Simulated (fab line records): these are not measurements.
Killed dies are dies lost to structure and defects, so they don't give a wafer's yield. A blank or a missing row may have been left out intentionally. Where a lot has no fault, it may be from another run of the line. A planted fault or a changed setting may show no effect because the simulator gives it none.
One fault seen from 2 desks :: flow nandHarc :: every desk sees just its own numbers, and what lay behind them comes last

== FROM THE METROLOGY DESK ==
What the gauges read, lot by lot, whatever tool the lot ran on: means of the sampled wafers that have a number. A lot is out of limits, marked OUT, if its mean lies more than 4 standard deviations from the usual mean; the brackets give that distance.
Columns: A = trenchDepthNm at NHARC_P_STI_OCD_MEAS_17, usual 301 nm; B = trenchFootCdNm at NHARC_P_STI_OCD_MEAS_17, usual 161.4 nm; C = cdNm at NHARC_P_GATE_CD_MEAS_11, usual 1639.7 nm
lot: L375
first seen here: day 3 15:23
A: 296
B: 164.2
C: 1640.5

lot: L377
first seen here: day 4 12:02
A: 298
B: 157.2
C: 1638.8

lot: L379
first seen here: day 5 09:47
A: 295
B: 162.2
C: 1637.4

lot: L380
first seen here: day 5 17:33
A: 306
B: 162.3
C: 1640.0

lot: L381
first seen here: day 6 04:01
A: 304
B: 160.8
C: 1640.5

lot: L386
first seen here: day 8 09:28
A: 301
B: 164.7
C: 1639.9

lot: L388
first seen here: day 9 02:56
A: 304
B: 159.8
C: 1642.0

lot: L390
first seen here: day 9 21:20
A: 294
B: 161.7
C: 1641.6

lot: L391
first seen here: day 10 13:47
A: 307
B: 160.5
C: 1639.9

lot: L392
first seen here: day 11 00:19
A: 303
B: 162.0
C: 1641.5

lot: L393
first seen here: day 11 06:12
A: 306
B: 162.5
C: 1638.1

lot: L395
first seen here: day 12 04:22
A: 300
B: 163.2
C: 1642.4

lot: L396
first seen here: day 12 11:37
A: 302
B: 159.6
C: 1639.7
This desk's verdict: no lot among the 13 shows anything out of limits.

== THE TOOL OWNER'S DESK: cmp-04 ==
The tool's own readings at NHARC_P_STI_CMP_21 (polishes, t overpolish 20 s, target thk 380.67 nm): means of the sampled wafers that have a number, for each lot that ran on this tool. A lot is out of limits, marked OUT, if its mean lies more than 4 standard deviations from the usual mean; the brackets give that distance.
Columns: A = motorCurrentA at NHARC_P_STI_CMP_21, usual 11.9 A; B = overpolishRunS at NHARC_P_STI_CMP_21, usual 20.000 s; C = padLifeWafers at NHARC_P_STI_CMP_21, usual 168
lot: L380
first seen here: day 6 15:01
A: 13.1
B: 20.000
C: 60

lot: L381
first seen here: day 7 01:49
A: 12.4
B: 20.001
C: 116

lot: L386
first seen here: day 9 15:11
A: 11.2
B: 19.994
C: 390

lot: L388
first seen here: day 9 22:37
A: 12.2
B: 68.661 (+99 or more) OUT
C: 14

lot: L391
first seen here: day 11 08:26
A: 13.2
B: 68.665 (+99 or more) OUT
C: 146
Finding of this desk: L388, L391 out of limits; the first was L388 at day 9 22:37, on overpolishRunS at NHARC_P_STI_CMP_21. Within limits: L380, L381, L386.

== PUT TOGETHER ==
At day 9 22:37, on L388, L391, the tool owner's desk was in a position to raise an alarm.
At the metrology desk, nothing out of limits was observed.
The metrology desk holds a record of L388, L391, inside its limits.
Every lot named ran NHARC_P_STI_CMP_21 on cmp-04.

== WHAT THE SIMULATOR HAD INSERTED ==
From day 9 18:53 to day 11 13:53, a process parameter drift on cmp-04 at NHARC_P_STI_CMP_21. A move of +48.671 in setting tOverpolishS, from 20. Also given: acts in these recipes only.
Struck lots among those shown: L388, L391.
Time in hours from fault onset to the first out-of-limits reading at each desk: the tool owner's desk, 4.
